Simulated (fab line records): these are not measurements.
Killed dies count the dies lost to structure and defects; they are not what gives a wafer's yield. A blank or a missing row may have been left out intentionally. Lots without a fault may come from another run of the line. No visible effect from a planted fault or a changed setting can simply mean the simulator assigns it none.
A lot that was struck, set against a sound lot	flow n5_finfet	41 out of 1938 route steps
Sound: wafers L942.1, L942.3, L942.4. Struck: wafer L933.5 (left out: L933.1, a lot-mate that was not struck); the cause follows at the end.
Each step with rows lists, per side, the tool, then ch with its chambers, then its first start. Under that, the readings that differ: sound wafers	struck wafers	difference of the means	sigmas: that difference in standard deviations of wafers without a fault.
alike: readings whose means differ by less than 2 such deviations, and words and numbers that are the same on both sides. not compared: withheld readings, readings that some wafer has no value for, bounds like >300 that may hide the same value, and numbers for which the record gives no deviation and whose values overlap.
The two part at a step that has a row with sigmas, a row that says differs or no value, or rows on one side only. Numbers that have no deviation but don't overlap get no sigmas and don't part them. Lack of a reading on every wafer of one side parts them only where that side has two or more wafers.

first, 11 steps without rows for these wafers: N5_HKMG_FIN_WET_ETCH_65 (etches a-Si in TMAH, stops on TiN, time 49 s, target depth 3 nm); N5_HKMG_FIN_WET_ETCH_81 (etches TiN in SC1, stops on HfO2, time 57 s, target depth 6 nm); N5_HKMG_FIN_WET_ETCH_82 (etches La2O3 in dHCl, stops on HfO2, target depth 2 nm, rinse time 30 s); N5_HKMG_FIN_ALD_36 (deposits TiN, target thk 1 nm, pulse time 1 s, purge time 3 s); N5_HKMG_FIN_PWFM_ALD_03 (deposits TiN, target thk 2 nm, pulse time 1 s, purge time 3 s); N5_HKMG_FIN_COAT_29 (time 60 s, resist thk 300 nm); N5_HKMG_FIN_COAT_30 (time 60 s, resist thk 35 nm); N5_HKMG_FIN_COAT_06 (resist thk 90 nm); N5_HKMG_FIN_EBR_08; N5_HKMG_FIN_SOFTBAKE_07 (time 60 s); N5_HKMG_FIN_EXPOSE_09 (exposes mask NWFM).
N5_HKMG_FIN_PEB_10: peb time 60 s.
  sound on litho_track-05 ch 0, day 9 09:47; struck on litho_track-03 ch 0, day 7 05:32
then, 1 step without rows for these wafers: N5_HKMG_FIN_DEVELOP_11 (develop time 30 s).
N5_HKMG_FIN_CD_MEAS_12 targets a cd of 92.8 nm.
  sound on cd_sem-03 ch 0, day 9 09:51; struck on cd_sem-02 ch 0, day 7 05:36
reading	sound	struck	difference	sigmas
cd_nm (nm)	93.9 94.2 93.0	53.4	-40.3	-72
then, 25 steps without rows for these wafers: N5_HKMG_FIN_DESCUM_17 (chemistry O2, time 7.9 s); N5_HKMG_FIN_ETCH_31 (etches SiARC in CF4, target depth 45.5 nm, time 75.8 s); N5_HKMG_FIN_ETCH_32 (etches SOC in N2/H2, target depth 240 nm, time 300 s); N5_HKMG_FIN_STRIP_33 (strips in N2/H2); N5_HKMG_FIN_STRIP_34 (strips in CF4); N5_HKMG_FIN_ETCH_35 (etches SOC in N2/H2, target depth 215.8 nm, time 243.4 s); N5_HKMG_FIN_STRIP_92 (strips SOC in N2/H2, time 20 s); N5_HKMG_FIN_WET_ETCH_18 (etches TiN in SC1, time 55 s, target depth 5.2 nm, rinse time 30 s); N5_HKMG_FIN_STRIP_19 (strips in N2/H2, time 360 s); N5_HKMG_FIN_ALD_91 (deposits TiN, target thk 1 nm, pulse time 1 s, purge time 3 s); N5_HKMG_FIN_COAT_85 (time 60 s, resist thk 300 nm); N5_HKMG_FIN_ETCH_86 (etches SOC in N2/H2, stops on TiN, target depth 393.2 nm); N5_HKMG_FIN_STRIP_89 (strips SOC in N2/H2, time 20 s); N5_HKMG_FIN_WET_ETCH_87 (etches TiN in SC1, time 154.2 s, target depth 4.7 nm, rinse time 30 s); N5_HKMG_FIN_STRIP_88 (strips in N2/H2, time 360 s); N5_HKMG_FIN_NWFM_ALD_20 (deposits TiAlC, target thk 2 nm, pulse time 3 s, purge time 2 s); N5_HKMG_FIN_ALD_71 (deposits TiN, target thk 1 nm, pulse time 1 s, purge time 3 s); N5_HKMG_FIN_COAT_66 (time 60 s, resist thk 300 nm); N5_HKMG_FIN_ETCH_67 (etches SOC in N2/H2, stops on TiN, target depth 388.9 nm); N5_HKMG_FIN_STRIP_90 (strips SOC in N2/H2, time 20 s); N5_HKMG_FIN_WET_ETCH_73 (etches the open film in SC1, time 42.3 s, target depth 1.3 nm, rinse time 30 s); N5_HKMG_FIN_ETCHBACK_68 (etches the open film in Cl2/Ar, stops on HfO2, target depth 0.5 nm); N5_HKMG_FIN_STRIP_69 (strips in N2/H2, time 360 s); N5_HKMG_FIN_ALD_21 (deposits TiN, target thk 1.5 nm, pulse time 1 s, purge time 3 s); N5_HKMG_FIN_ALD_72 (deposits W, target thk 2 nm, pulse time 1 s, purge time 2 s).
N5_BEOL_M4_RC_MEAS_101:
  the record has rows for the sound wafers here (prober-01 ch 0, day 13 10:23) and none for the struck ones
-- here the record skips 8 days between the struck wafers' starts before and after, leaving off in module BEOL_M4 and picking up in module PASSIVATION (first step shown: number 1936 of the route) --
N5_PASSIVATION_PROBE_49:
  the record has rows for the struck wafers here (prober-01, day 15 07:10) and none for the sound ones

## WHERE THEY PART
First at N5_HKMG_FIN_CD_MEAS_12; last, within this record, at N5_PASSIVATION_PROBE_49.

WHY: what had been put in by the simulator
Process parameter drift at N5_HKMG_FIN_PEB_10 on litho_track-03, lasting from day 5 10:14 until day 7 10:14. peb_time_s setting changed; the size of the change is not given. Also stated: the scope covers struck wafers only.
